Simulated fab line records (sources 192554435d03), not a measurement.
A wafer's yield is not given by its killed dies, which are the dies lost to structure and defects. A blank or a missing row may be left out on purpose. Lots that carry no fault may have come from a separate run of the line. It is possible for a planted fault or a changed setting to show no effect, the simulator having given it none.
2 desks, one fault || flow n5Finfet || every desk sees just its own numbers, and what lay behind them comes last

DESK OF THE TOOL OWNER: pvdSputter-02
The tool's own readings at N5_BEOL_M2_SPUTTER_81 (material Cu, target thk 4.5 nm, time 8.29 s): means of the sampled wafers that have a number, for each lot that ran on this tool. A lot is out of limits, marked OUT, if its mean lies more than 4 standard deviations from the usual mean; the brackets give that distance.
Columns: A = chuckGasFlowSccm at N5_BEOL_M2_SPUTTER_81, usual 1.27 sccm; B = throttleValvePct at N5_BEOL_M2_SPUTTER_81, usual 30.4 %
{"lot": "L495", "first seen here": "day 6 20:23", "A": 1.26, "B": 30.5}
{"lot": "L496", "first seen here": "day 7 08:52", "A": 1.26, "B": 31.0}
{"lot": "L500", "first seen here": "day 7 18:30", "A": 1.23, "B": 29.8}
{"lot": "L501", "first seen here": "day 8 09:23", "A": 1.28, "B": 30.7}
{"lot": "L516", "first seen here": "day 11 20:58", "A": 1.24, "B": 29.7}
This desk's finding: nothing out of limits on any of the 5 lots.

METROLOGY DESK
What the gauges read, lot by lot, whatever tool the lot ran on: means of the sampled wafers that have a number. A lot is out of limits, marked OUT, if its mean lies more than 4 standard deviations from the usual mean; the brackets give that distance.
Columns: A = cdNm at N5_PASSIVATION_CD_MEAS_44, usual 40001 nm
{"lot": "L495", "first seen here": "day 11 18:05", "A": 40000}
{"lot": "L497", "first seen here": "day 12 05:32", "A": 40001}
{"lot": "L496", "first seen here": "day 12 06:21", "A": 40002}
{"lot": "L500", "first seen here": "day 12 22:08", "A": 40002}
{"lot": "L501", "first seen here": "day 13 16:27", "A": 40006}
{"lot": "L506", "first seen here": "day 14 16:16", "A": 40001}
{"lot": "L507", "first seen here": "day 14 16:40", "A": 40001}
{"lot": "L509", "first seen here": "day 15 13:54", "A": 39998}
{"lot": "L512", "first seen here": "day 16 02:13", "A": 40002}
{"lot": "L515", "first seen here": "day 16 23:44", "A": 40004}
{"lot": "L517", "first seen here": "day 17 05:46", "A": 40004}
{"lot": "L516", "first seen here": "day 17 10:22", "A": 40000}
{"lot": "L518", "first seen here": "day 17 15:42", "A": 39998}
This desk's finding: nothing out of limits on any of the 13 lots.

BROUGHT TOGETHER
The tool owner's desk saw nothing out of limits.
Nothing out of limits was seen by the metrology desk.

WHAT HAD BEEN PUT IN BY THE SIMULATOR
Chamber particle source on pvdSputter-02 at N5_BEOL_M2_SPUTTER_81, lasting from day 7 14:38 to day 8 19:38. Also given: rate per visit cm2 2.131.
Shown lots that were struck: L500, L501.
